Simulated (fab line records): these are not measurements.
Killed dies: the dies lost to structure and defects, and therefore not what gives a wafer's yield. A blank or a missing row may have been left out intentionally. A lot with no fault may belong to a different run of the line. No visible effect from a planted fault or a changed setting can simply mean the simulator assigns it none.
Chamber matching + flow nand-harc + NHARC_A_CONTACT_ETCH_92 on rie-diel-11 has 4 sister chambers
The step etches the open film in CH3F/O2, target depth 40 nm, time 85.7 s. 8 wafers are shown with their chamber, then 7 later ones without.

== EACH WAFER AND ITS CHAMBER ==
| wafer  | chamber | drypump-motor-current-A (A) | showerhead-plenum-p-Torr (Torr) |
|--------|---------|-----------------------------|---------------------------------|
| L900.4 | 2       | 6.1                         | 2.29                            |
| L905.6 | 2       | 6.1                         | 2.29                            |
| L914.6 | 0       | 6.8                         | 2.63                            |
| L918.2 | 3       | 5.3                         | 2.30                            |
| L918.5 | 1       | 5.5                         | 2.28                            |
| L918.6 | 0       | 6.8                         | 2.62                            |
| L919.4 | 1       | 5.4                         | 2.28                            |
| L919.5 | 3       | 5.3                         | 2.30                            |

== WAFERS WITHOUT THEIR CHAMBER ==
| wafer  | drypump-motor-current-A (A) | showerhead-plenum-p-Torr (Torr) |
|--------|-----------------------------|---------------------------------|
| L919.6 | 6.1                         | 2.28                            |
| L921.4 | 5.5                         | 2.28                            |
| L921.5 | 5.5                         | 2.28                            |
| L921.6 | 6.1                         | 2.28                            |
| L922.1 | 5.5                         | 2.28                            |
| L922.4 | 6.1                         | 2.28                            |
| L922.6 | 6.8                         | 2.62                            |

== EACH ONE'S CHAMBER ==
| wafer  | from the rows above | in truth |
|--------|---------------------|----------|
| L919.6 | 2                   | 2        |
| L921.4 | 1                   | 1        |
| L921.5 | 1                   | 1        |
| L921.6 | 2                   | 2        |
| L922.1 | 1                   | 1        |
| L922.4 | 2                   | 2        |
| L922.6 | 0                   | 0        |
Correctly placed: 7 of 7. Can't be placed from these rows: 0. Placed wrongly: 0.
How it was worked out, from the rows above alone: a wafer's distance from a chamber is the root of the sum, over the readings, of the square of ((its reading less the chamber's mean) divided by the reading's scatter). If the next closest chamber is less than 2 further off than the closest, the wafer can't be placed; otherwise it belongs to the closest. For every chamber, the mean is computed from those of its wafers that are shown. The scatter: take each reading less its chamber's mean, square it, sum over the shown wafers, divide by the number of wafers less the number of chambers, and take the root.
